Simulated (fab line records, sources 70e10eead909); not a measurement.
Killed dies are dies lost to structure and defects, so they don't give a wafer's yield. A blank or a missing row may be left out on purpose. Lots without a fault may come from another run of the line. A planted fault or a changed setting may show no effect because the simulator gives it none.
Which tool did it? | flow nand_harc | 24 lots, 72 wafers sampled, at 6 steps of a route of 1159

WHAT THE GAUGES READ, wafer by wafer
The record holds no reading of a measuring or inspecting step that can be judged against a usual standard deviation.

WHICH TOOL RAN EACH LOT (tool, then ch and the chambers of the sampled wafers, then the start)
lot  | NHARC_A_WL_FILL_CVD_03        | NHARC_A_WL_FILL_ETCHBACK_04       | NHARC_A_WL_FILL_STRIP_27             | NHARC_A_CONTACT_ETCH_49                       | NHARC_A_CONTACT_ETCH_50                       | NHARC_A_CONTACT_ETCH_111
L074 | cvd_w-02 ch 0,1, day 14 16:50 | rie_metal-01 ch 0,1, day 14 19:42 | plasma_asher-01 ch 0, day 14 20:03   | rie_diel-10 ch 0,1,2, day 16 08:00 or earlier | rie_diel-10 ch 0,1,3, day 16 08:00 or earlier | har_cap_etch-01 ch 0,1, day 16 08:00
L075 | cvd_w-02 ch 0,1, day 15 08:29 | rie_metal-01 ch 0, day 15 11:25   | plasma_asher-01 ch 0,1, day 15 12:02 | rie_diel-07 ch 0,1,2, day 16 15:47 or earlier | rie_diel-07 ch 1,2, day 16 15:47 or earlier   | har_cap_etch-01 ch 0,1, day 16 15:47
L077 | cvd_w-01 ch 0, day 15 10:56   | rie_metal-02 ch 0,1, day 15 15:14 | plasma_asher-02 ch 0,1, day 15 15:35 | rie_diel-07 ch 0,1,2, day 17 01:11 or earlier | rie_diel-07 ch 2,3, day 17 01:11 or earlier   | har_cap_etch-03 ch 0,1, day 17 01:11
L076 | cvd_w-01 ch 0, day 15 15:38   | rie_metal-03 ch 0,1, day 15 20:53 | plasma_asher-02 ch 1, day 15 21:14   | rie_diel-07 ch 0,2, day 17 02:19 or earlier   | rie_diel-07 ch 1,2,3, day 17 02:19 or earlier | har_cap_etch-02 ch 1, day 17 02:19
L079 | cvd_w-02 ch 0,1, day 16 01:30 | rie_metal-02 ch 0,1, day 16 04:22 | plasma_asher-01 ch 0,1, day 16 06:04 | rie_diel-07 ch 1,2,3, day 17 17:46 or earlier | rie_diel-07 ch 1,3, day 17 17:46 or earlier   | har_cap_etch-01 ch 0,1, day 17 17:46
L078 | cvd_w-01 ch 0, day 16 02:29   | rie_metal-01 ch 0,1, day 16 07:44 | plasma_asher-01 ch 1, day 16 08:25   | rie_diel-09 ch 0,1,2, day 18 00:28 or earlier | rie_diel-09 ch 0,1,2, day 18 00:28 or earlier | har_cap_etch-03 ch 1, day 18 00:28
L080 | cvd_w-02 ch 1, day 16 18:07   | rie_metal-02 ch 0,1, day 16 21:32 | plasma_asher-02 ch 0,1, day 16 21:54 | rie_diel-09 ch 0,1,3, day 18 04:53 or earlier | rie_diel-09 ch 0,3, day 18 04:53 or earlier   | har_cap_etch-01 ch 0,1, day 18 04:53
L081 | cvd_w-01 ch 0, day 16 18:14   | rie_metal-03 ch 0,1, day 17 00:18 | plasma_asher-02 ch 0,1, day 17 00:50 | rie_diel-07 ch 1,2,3, day 18 10:27 or earlier | rie_diel-07 ch 1,2,3, day 18 10:27 or earlier | har_cap_etch-02 ch 0,1, day 18 10:27
L082 | cvd_w-02 ch 0,1, day 17 14:44 | rie_metal-01 ch 1, day 17 17:36   | plasma_asher-02 ch 0,1, day 17 18:00 | rie_diel-07 ch 1,2, day 18 20:11 or earlier   | rie_diel-07 ch 0,1,3, day 18 20:11 or earlier | har_cap_etch-03 ch 0,1, day 18 20:11
L084 | cvd_w-01 ch 0,1, day 17 14:54 | rie_metal-03 ch 0,1, day 17 17:20 | plasma_asher-02 ch 0,1, day 17 17:41 | rie_diel-07 ch 0,1, day 18 20:43 or earlier   | rie_diel-07 ch 0,1, day 18 20:43 or earlier   | har_cap_etch-02 ch 0,1, day 18 20:43
L083 | cvd_w-02 ch 0,1, day 17 17:07 | rie_metal-03 ch 0,1, day 17 20:30 | plasma_asher-02 ch 0,1, day 17 20:53 | rie_diel-09 ch 1,2,3, day 19 18:19 or earlier | rie_diel-09 ch 0,1,2, day 19 18:19 or earlier | har_cap_etch-01 ch 0,1, day 19 18:19
L085 | cvd_w-01 ch 0,1, day 18 00:29 | rie_metal-03 ch 0,1, day 18 03:50 | plasma_asher-01 ch 0,1, day 18 04:13 | rie_diel-07 ch 0,2,3, day 19 18:23 or earlier | rie_diel-07 ch 0,1,3, day 19 18:23 or earlier | har_cap_etch-03 ch 0,1, day 19 18:23
L087 | cvd_w-02 ch 1, day 18 13:43   | rie_metal-01 ch 1, day 18 17:04   | plasma_asher-02 ch 0, day 18 17:25   | rie_diel-09 ch 1,2, day 19 22:52 or earlier   | rie_diel-09 ch 0,1,2, day 19 22:52 or earlier | har_cap_etch-03 ch 0,1, day 19 22:52
L086 | cvd_w-01 ch 0,1, day 18 14:13 | rie_metal-03 ch 0,1, day 18 17:06 | plasma_asher-01 ch 0,1, day 18 17:28 | rie_diel-07 ch 1,2,3, day 19 22:31 or earlier | rie_diel-07 ch 0,3, day 19 22:31 or earlier   | har_cap_etch-02 ch 0,1, day 19 22:31
L088 | cvd_w-02 ch 0,1, day 18 16:33 | rie_metal-02 ch 0,1, day 18 19:54 | plasma_asher-02 ch 0,1, day 18 20:19 | rie_diel-07 ch 0,1,2, day 20 09:49 or earlier | rie_diel-07 ch 0,1, day 20 09:49 or earlier   | har_cap_etch-02 ch 0,1, day 20 09:49
L092 | cvd_w-01 ch 0,1, day 18 17:45 | rie_metal-01 ch 0,1, day 18 20:37 | plasma_asher-02 ch 0,1, day 18 20:59 | rie_diel-07 ch 0,1,3, day 20 03:31 or earlier | rie_diel-07 ch 1,2,3, day 20 03:31 or earlier | har_cap_etch-03 ch 0,1, day 20 03:31
L089 | cvd_w-02 ch 0,1, day 18 19:25 | rie_metal-03 ch 0,1, day 18 22:46 | plasma_asher-02 ch 0,1, day 18 23:07 | rie_diel-10 ch 1,2,3, day 20 09:26 or earlier | rie_diel-10 ch 0,1,2, day 20 09:26 or earlier | har_cap_etch-01 ch 0,1, day 20 09:26
L090 | cvd_w-01 ch 0,1, day 18 20:32 | rie_metal-02 ch 0,1, day 18 23:25 | plasma_asher-01 ch 0,1, day 18 23:46 | rie_diel-10 ch 1,2,3, day 20 03:43 or earlier | rie_diel-10 ch 1,2, day 20 03:43 or earlier   | har_cap_etch-01 ch 0,1, day 20 03:43
L091 | cvd_w-02 ch 0,1, day 19 04:13 | rie_metal-02 ch 0, day 19 07:34   | plasma_asher-02 ch 0,1, day 19 07:55 | rie_diel-07 ch 1,2,3, day 20 19:22 or earlier | rie_diel-07 ch 1,2, day 20 19:22 or earlier   | har_cap_etch-03 ch 0,1, day 20 19:22
L094 | cvd_w-02 ch 0,1, day 20 02:55 | rie_metal-02 ch 0,1, day 20 06:13 | plasma_asher-02 ch 0,1, day 20 06:36 | rie_diel-07 ch 1,2,3, day 21 14:43 or earlier | rie_diel-07 ch 0,1,2, day 21 14:43 or earlier | har_cap_etch-03 ch 0,1, day 21 14:43
L093 | cvd_w-01 ch 0,1, day 20 02:58 | rie_metal-01 ch 0,1, day 20 05:47 | plasma_asher-01 ch 0,1, day 20 06:11 | rie_diel-09 ch 1,2, day 21 11:44 or earlier   | rie_diel-09 ch 1,2,3, day 21 11:44 or earlier | har_cap_etch-01 ch 0,1, day 21 11:44
L095 | cvd_w-01 ch 0,1, day 20 05:18 | rie_metal-03 ch 0,1, day 20 08:37 | plasma_asher-01 ch 0,1, day 20 09:00 | rie_diel-07 ch 1,2,3, day 21 19:01 or earlier | rie_diel-07 ch 1,2,3, day 21 19:01 or earlier | har_cap_etch-02 ch 0,1, day 21 19:01
L097 | cvd_w-01 ch 0,1, day 20 11:26 | rie_metal-01 ch 0,1, day 20 14:45 | plasma_asher-01 ch 0,1, day 20 15:07 | rie_diel-10 ch 1,3, day 22 00:29 or earlier   | rie_diel-10 ch 0,1, day 22 00:29 or earlier   | har_cap_etch-02 ch 0,1, day 22 00:29
L096 | cvd_w-01 ch 0,1, day 20 20:50 | rie_metal-02 ch 0,1, day 21 00:10 | plasma_asher-02 ch 0,1, day 21 00:33 | rie_diel-09 ch 1,2, day 22 06:52 or earlier   | rie_diel-09 ch 0,2,3, day 22 06:52 or earlier | har_cap_etch-03 ch 0,1, day 22 06:52
- NHARC_A_WL_FILL_CVD_03: deposits W, target thk 40 nm, time 3302 s.
- NHARC_A_WL_FILL_ETCHBACK_04: etches the open film in NF3, target depth 60 nm, time 120 s.
- NHARC_A_WL_FILL_STRIP_27: strips in N2/H2, time 20 s.
- NHARC_A_CONTACT_ETCH_49: etches the open film in N2/H2, target depth 260 nm, time 475.3 s.
- NHARC_A_CONTACT_ETCH_50: etches the open film in CF4/CHF3, target depth 84.7 nm, time 42.4 s.
- NHARC_A_CONTACT_ETCH_111: etches the open film in C4F8/O2/Ar, time 140 s, target depth 700 nm.

WHAT THE TOOLS THEMSELVES READ (means of the sampled wafers that have a number; where no wafer has one, the mark that the record gives instead)
NHARC_A_WL_FILL_CVD_03. Usual: heater_power_w 503 W, standard deviation 42; throttle_valve_pct 7.78 %, standard deviation 0.22.
lot  | tool     | heater_power_w (W) | throttle_valve_pct (%) | flag
L074 | cvd_w-02 | 490                | 7.70                   |
L075 | cvd_w-02 | 482                | 7.96                   |
L077 | cvd_w-01 | 539                | 7.65                   |
L076 | cvd_w-01 | 546                | 7.57                   |
L079 | cvd_w-02 | 477                | 7.94                   |
L078 | cvd_w-01 | 542                | 7.51                   |
L080 | cvd_w-02 | 449                | 7.92                   |
L081 | cvd_w-01 | 545                | 7.36                   |
L082 | cvd_w-02 | 497                | 7.94                   |
L084 | cvd_w-01 | 511                | 7.59                   |
L083 | cvd_w-02 | 487                | 8.05                   |
L085 | cvd_w-01 | 509                | 7.75                   |
L087 | cvd_w-02 | 472                | 7.88                   |
L086 | cvd_w-01 | 479                | 7.77                   |
L088 | cvd_w-02 | 498                | 7.90                   |
L092 | cvd_w-01 | 475                | 7.73                   |
L089 | cvd_w-02 | 505                | 7.91                   |
L090 | cvd_w-01 | 480                | 7.75                   |
L091 | cvd_w-02 | 485                | 8.01                   |
L094 | cvd_w-02 | 489                | 7.85                   |
L093 | cvd_w-01 | 515                | 7.67                   |
L095 | cvd_w-01 | 478                | 7.85                   |
L097 | cvd_w-01 | 513                | 7.85                   |
L096 | cvd_w-01 | 483                | 7.86                   |

NHARC_A_WL_FILL_ETCHBACK_04. Usual: drypump_motor_current_A 6.0 A, standard deviation 0.3; oes_product_au 0.999 a.u., standard deviation 0.013.
lot  | tool         | drypump_motor_current_A (A) | oes_product_au (a.u.) | flag
L074 | rie_metal-01 | 6.2                         | 1.003                 |
L075 | rie_metal-01 | 6.5                         | 0.991                 |
L077 | rie_metal-02 | 5.7                         | 0.989                 |
L076 | rie_metal-03 | 6.0                         | 1.010                 |
L079 | rie_metal-02 | 5.6                         | 0.979                 |
L078 | rie_metal-01 | 6.1                         | 1.006                 |
L080 | rie_metal-02 | 5.6                         | 0.982                 |
L081 | rie_metal-03 | 6.0                         | 1.016                 |
L082 | rie_metal-01 | 6.0                         | 1.006                 |
L084 | rie_metal-03 | 6.0                         | 1.012                 |
L083 | rie_metal-03 | 6.0                         | 1.005                 |
L085 | rie_metal-03 | 6.0                         | 0.998                 |
L087 | rie_metal-01 | 5.9                         | 0.996                 |
L086 | rie_metal-03 | 6.1                         | 1.015                 |
L088 | rie_metal-02 | 5.7                         | 0.994                 |
L092 | rie_metal-01 | 6.3                         | 0.994                 |
L089 | rie_metal-03 | 6.0                         | 0.994                 |
L090 | rie_metal-02 | 5.6                         | 0.988                 |
L091 | rie_metal-02 | 5.6                         | 0.982                 |
L094 | rie_metal-02 | 5.7                         | 1.008                 |
L093 | rie_metal-01 | 6.3                         | 1.002                 |
L095 | rie_metal-03 | 6.0                         | 1.005                 |
L097 | rie_metal-01 | 6.3                         | 0.999                 |
L096 | rie_metal-02 | 5.6                         | 0.996                 |

NHARC_A_WL_FILL_STRIP_27. Usual: drypump_motor_current_A 5.6 A, standard deviation 0.32; heater_power_w 316 W, standard deviation 20; temp_c 250.01 C, standard deviation 0.21.
lot  | tool            | drypump_motor_current_A (A) | heater_power_w (W) | temp_c (C) | flag
L074 | plasma_asher-01 | 5.3                         | 347                | 249.84     |
L075 | plasma_asher-01 | 5.9                         | 327                | 250.17     |
L077 | plasma_asher-02 | 5.4                         | 325                | 250.18     |
L076 | plasma_asher-02 | 5.6                         | 289                | 249.66     |
L079 | plasma_asher-01 | 5.9                         | 328                | 250.34     |
L078 | plasma_asher-01 | 6.1                         | 316                | 249.98     |
L080 | plasma_asher-02 | 5.5                         | 302                | 250.08     |
L081 | plasma_asher-02 | 5.5                         | 305                | 249.83     |
L082 | plasma_asher-02 | 5.4                         | 311                | 250.16     |
L084 | plasma_asher-02 | 5.5                         | 303                | 249.93     |
L083 | plasma_asher-02 | 5.4                         | 307                | 250.01     |
L085 | plasma_asher-01 | 5.6                         | 333                | 249.89     |
L087 | plasma_asher-02 | 5.3                         | 316                | 249.92     |
L086 | plasma_asher-01 | 5.6                         | 341                | 249.77     |
L088 | plasma_asher-02 | 5.4                         | 303                | 250.06     |
L092 | plasma_asher-02 | 5.4                         | 310                | 250.23     |
L089 | plasma_asher-02 | 5.4                         | 309                | 250.10     |
L090 | plasma_asher-01 | 5.6                         | 339                | 249.89     |
L091 | plasma_asher-02 | 5.6                         | 305                | 250.15     |
L094 | plasma_asher-02 | 5.5                         | 300                | 250.08     |
L093 | plasma_asher-01 | 5.6                         | 326                | 250.10     |
L095 | plasma_asher-01 | 5.6                         | 329                | 249.91     |
L097 | plasma_asher-01 | 5.6                         | 327                | 249.98     |
L096 | plasma_asher-02 | 5.5                         | 297                | 249.92     |

NHARC_A_CONTACT_ETCH_49. Usual: drypump_motor_current_A 5.9 A, standard deviation 0.39; oes_product_au 0.999 a.u., standard deviation 0.016; rf_fwd_power_W 399.5 W, standard deviation 1.1; rf_vpp_V 430.8 V, standard deviation 2.5; showerhead_plenum_p_Torr 2.05 Torr, standard deviation 0.085; throttle_valve_pct 14.172 %, standard deviation 0.0088.
lot  | tool        | drypump_motor_current_A (A) | oes_product_au (a.u.) | rf_fwd_power_W (W) | rf_vpp_V (V) | showerhead_plenum_p_Torr (Torr) | throttle_valve_pct (%) | flag
L074 | rie_diel-10 | 6.2                         | 1.010                 | 400.1              | 432.0        | 2.09                            | 14.174                 |
L075 | rie_diel-07 | 6.0                         | 0.991                 | 398.2              | 430.1        | 2.02                            | 14.170                 |
L077 | rie_diel-07 | 6.0                         | 0.998                 | 399.9              | 429.6        | 2.01                            | 14.167                 |
L076 | rie_diel-07 | 5.8                         | 0.991                 | 400.1              | 428.3        | 1.98                            | 14.170                 |
L079 | rie_diel-07 | 5.9                         | 0.994                 | 400.1              | 428.8        | 1.98                            | 14.169                 |
L078 | rie_diel-09 | 5.8                         | 0.993                 | 399.7              | 432.1        | 2.10                            | 14.171                 |
L080 | rie_diel-09 | 5.6                         | 0.998                 | 400.1              | 430.8        | 2.08                            | 14.175                 |
L081 | rie_diel-07 | 5.9                         | 1.005                 | 398.8              | 428.8        | 1.98                            | 14.172                 |
L082 | rie_diel-07 | 5.7                         | 1.013                 | 399.5              | 427.4        | 1.94                            | 14.175                 |
L084 | rie_diel-07 | 6.2                         | 1.000                 | 400.4              | 430.5        | 2.03                            | 14.174                 |
L083 | rie_diel-09 | 5.6                         | 0.987                 | 399.3              | 432.4        | 2.11                            | 14.173                 |
L085 | rie_diel-07 | 5.9                         | 1.005                 | 399.7              | 430.7        | 2.03                            | 14.167                 |
L087 | rie_diel-09 | 5.7                         | 0.980                 | 399.2              | 431.5        | 2.08                            | 14.167                 |
L086 | rie_diel-07 | 5.9                         | 1.011                 | 400.7              | 428.2        | 1.98                            | 14.167                 |
L088 | rie_diel-07 | 6.0                         | 1.006                 | 400.0              | 429.1        | 2.01                            | 14.171                 |
L092 | rie_diel-07 | 6.2                         | 1.002                 | 400.0              | 430.6        | 2.05                            | 14.184                 |
L089 | rie_diel-10 | 5.8                         | 1.004                 | 398.6              | 433.2        | 2.14                            | 14.169                 |
L090 | rie_diel-10 | 5.8                         | 0.994                 | 399.0              | 432.9        | 2.14                            | 14.167                 |
L091 | rie_diel-07 | 5.9                         | 1.010                 | 397.6              | 429.3        | 1.98                            | 14.178                 |
L094 | rie_diel-07 | 5.9                         | 1.017                 | 399.5              | 429.4        | 1.98                            | 14.175                 |
L093 | rie_diel-09 | 5.8                         | 0.973                 | 399.4              | 431.8        | 2.08                            | 14.166                 |
L095 | rie_diel-07 | 5.9                         | 1.006                 | 399.6              | 429.0        | 1.98                            | 14.172                 |
L097 | rie_diel-10 | 5.5                         | 0.998                 | 400.1              | 431.2        | 2.08                            | 14.177                 |
L096 | rie_diel-09 | 5.8                         | 0.975                 | 398.9              | 431.1        | 2.07                            | 14.173                 |

NHARC_A_CONTACT_ETCH_50. Usual: drypump_motor_current_A 5.9 A, standard deviation 0.38; oes_product_au 0.952 a.u., standard deviation 0.026; rf_fwd_power_W 494.7 W, standard deviation 2; rf_vpp_V 370.9 V, standard deviation 2.1; showerhead_plenum_p_Torr 1.58 Torr, standard deviation 0.059; throttle_valve_pct 16.804 %, standard deviation 0.0094.
lot  | tool        | drypump_motor_current_A (A) | oes_product_au (a.u.) | rf_fwd_power_W (W) | rf_vpp_V (V) | showerhead_plenum_p_Torr (Torr) | throttle_valve_pct (%) | flag
L074 | rie_diel-10 | 5.6                         | 0.972                 | 494.6              | 371.3        | 1.61                            | 16.804                 |
L075 | rie_diel-07 | 5.7                         | 0.958                 | 493.9              | 367.9        | 1.50                            | 16.800                 |
L077 | rie_diel-07 | 5.7                         | 0.921                 | 493.5              | 368.3        | 1.51                            | 16.803                 |
L076 | rie_diel-07 | 5.9                         | 0.931                 | 495.7              | 369.5        | 1.53                            | 16.807                 |
L079 | rie_diel-07 | 6.1                         | 0.959                 | 493.9              | 370.6        | 1.55                            | 16.806                 |
L078 | rie_diel-09 | 5.8                         | 0.916                 | 496.5              | 371.7        | 1.62                            | 16.802                 |
L080 | rie_diel-09 | 5.4                         | 0.926                 | 493.8              | 372.4        | 1.63                            | 16.800                 |
L081 | rie_diel-07 | 5.9                         | 0.978                 | 494.8              | 370.6        | 1.53                            | 16.798                 |
L082 | rie_diel-07 | 6.2                         | 0.970                 | 494.4              | 370.9        | 1.58                            | 16.805                 |
L084 | rie_diel-07 | 6.3                         | 0.969                 | 494.3              | 371.9        | 1.60                            | 16.800                 |
L083 | rie_diel-09 | 5.8                         | 0.956                 | 495.4              | 371.1        | 1.61                            | 16.810                 |
L085 | rie_diel-07 | 6.2                         | 0.968                 | 493.7              | 371.4        | 1.58                            | 16.811                 |
L087 | rie_diel-09 | 5.8                         | 0.952                 | 495.3              | 371.0        | 1.61                            | 16.797                 |
L086 | rie_diel-07 | 6.1                         | 0.979                 | 494.8              | 371.3        | 1.60                            | 16.798                 |
L088 | rie_diel-07 | 6.2                         | 0.955                 | 492.4              | 370.8        | 1.57                            | 16.803                 |
L092 | rie_diel-07 | 5.9                         | 0.991                 | 494.4              | 369.3        | 1.53                            | 16.817                 |
L089 | rie_diel-10 | 6.2                         | 0.933                 | 494.5              | 371.5        | 1.60                            | 16.810                 |
L090 | rie_diel-10 | 6.0                         | 0.930                 | 495.0              | 371.1        | 1.61                            | 16.803                 |
L091 | rie_diel-07 | 6.0                         | 0.973                 | 495.1              | 368.8        | 1.52                            | 16.798                 |
L094 | rie_diel-07 | 6.0                         | 0.975                 | 495.3              | 370.3        | 1.55                            | 16.804                 |
L093 | rie_diel-09 | 5.5                         | 0.929                 | 493.9              | 372.2        | 1.62                            | 16.790                 |
L095 | rie_diel-07 | 5.9                         | 0.979                 | 496.2              | 368.4        | 1.53                            | 16.814                 |
L097 | rie_diel-10 | 5.8                         | 0.925                 | 494.7              | 370.7        | 1.57                            | 16.794                 |
L096 | rie_diel-09 | 5.6                         | 0.934                 | 494.1              | 372.1        | 1.63                            | 16.800                 |

NHARC_A_CONTACT_ETCH_111. Usual: oes_air_line_au 0.998 a.u., standard deviation 0.024.
lot  | tool            | oes_air_line_au (a.u.) | flag
L074 | har_cap_etch-01 | 1.033                  |
L075 | har_cap_etch-01 | 0.987                  |
L077 | har_cap_etch-03 | 0.995                  |
L076 | har_cap_etch-02 | 0.981                  |
L079 | har_cap_etch-01 | 0.995                  |
L078 | har_cap_etch-03 | 0.968                  |
L080 | har_cap_etch-01 | 1.010                  |
L081 | har_cap_etch-02 | 0.989                  |
L082 | har_cap_etch-03 | 1.006                  |
L084 | har_cap_etch-02 | 1.003                  |
L083 | har_cap_etch-01 | 0.993                  |
L085 | har_cap_etch-03 | 0.978                  |
L087 | har_cap_etch-03 | 1.014                  |
L086 | har_cap_etch-02 | 0.993                  |
L088 | har_cap_etch-02 | 0.972                  |
L092 | har_cap_etch-03 | 0.990                  |
L089 | har_cap_etch-01 | 1.012                  |
L090 | har_cap_etch-01 | 0.990                  |
L091 | har_cap_etch-03 | 0.986                  |
L094 | har_cap_etch-03 | 1.024                  |
L093 | har_cap_etch-01 | 1.014                  |
L095 | har_cap_etch-02 | 1.006                  |
L097 | har_cap_etch-02 | 1.008                  |
L096 | har_cap_etch-03 | 1.024                  |

THE ANSWER, worked out from the rows above alone
Rule: a lot is off if the mean of its wafers that have a number lies more than 3 standard deviations from the usual mean. A lot without any number at a reading at which 4 lots or more have one is off too. The other lots that the step has rows for count as sound. The gauges are gone through in route order, then the tools' own readings, and for those a lot's mean is taken as printed above. The first step at which some lot is off is used, and at that step the reading that is off furthest; a lot without a number counts as furthest.
No lot is off at any reading shown: from this, nothing can be told.

WHAT THE SIMULATOR HAD PUT IN
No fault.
